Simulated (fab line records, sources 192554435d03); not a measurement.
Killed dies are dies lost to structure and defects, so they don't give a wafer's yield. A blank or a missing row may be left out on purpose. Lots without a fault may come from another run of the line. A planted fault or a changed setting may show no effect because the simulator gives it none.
Chamber matching | flow n5_finfet | N5_BEOL_M15_DEP_53 on pecvd-04: 3 sister chambers
The step deposits SiCN from 3MS/NH3, target thk 50 nm, time 17.8 s. 6 wafers are shown with their chamber, then 12 later ones without.

WAFERS WITH THEIR CHAMBER
wafer  | chamber | showerhead_plenum_p_Torr (Torr) | throttle_valve_pct (%)
L086.4 | 2       | 4.150                           | 17.5
L088.4 | 0       | 4.143                           | 18.3
L088.5 | 2       | 4.165                           | 17.6
L089.1 | 1       | 4.187                           | 18.0
L089.2 | 0       | 4.135                           | 18.5
L089.6 | 1       | 4.195                           | 17.9

WAFERS WITHOUT THEIR CHAMBER
wafer  | showerhead_plenum_p_Torr (Torr) | throttle_valve_pct (%)
L090.1 | 4.187                           | 17.7
L090.4 | 4.125                           | 18.4
L090.5 | 4.160                           | 17.6
L091.3 | 4.135                           | 18.3
L091.4 | 4.197                           | 17.7
L091.5 | 4.127                           | 18.2
L093.3 | 4.185                           | 17.8
L093.4 | 4.173                           | 17.8
L093.6 | 4.184                           | 17.7
L096.3 | 4.145                           | 18.4
L096.5 | 4.163                           | 17.5
L096.6 | 4.140                           | 18.2

WHICH CHAMBER EACH WENT THROUGH
wafer  | from the rows above     | in truth
L090.1 | can't be placed: 1 or 2 | 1
L090.4 | 0                       | 0
L090.5 | 2                       | 2
L091.3 | 0                       | 0
L091.4 | 1                       | 1
L091.5 | 0                       | 0
L093.3 | 1                       | 1
L093.4 | can't be placed: 1 or 2 | 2
L093.6 | can't be placed: 1 or 2 | 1
L096.3 | 0                       | 0
L096.5 | 2                       | 2
L096.6 | 0                       | 0
Placed correctly: 9 of 12. Can't be placed from these rows: 3 (the true chamber is among the candidates in 3). Placed wrongly: 0.
How it was worked out, from the rows above alone: a wafer's distance from a chamber is the root of the sum, over the readings, of the square of ((its reading less the chamber's mean) divided by the reading's scatter). The wafer belongs to the nearest chamber; if the next one is less than 2 further off, it can't be placed. A chamber's mean is the mean of its shown wafers. The scatter: the root of (the sum of the squares of (reading less its chamber's mean) over the shown wafers, divided by (wafers less chambers)).
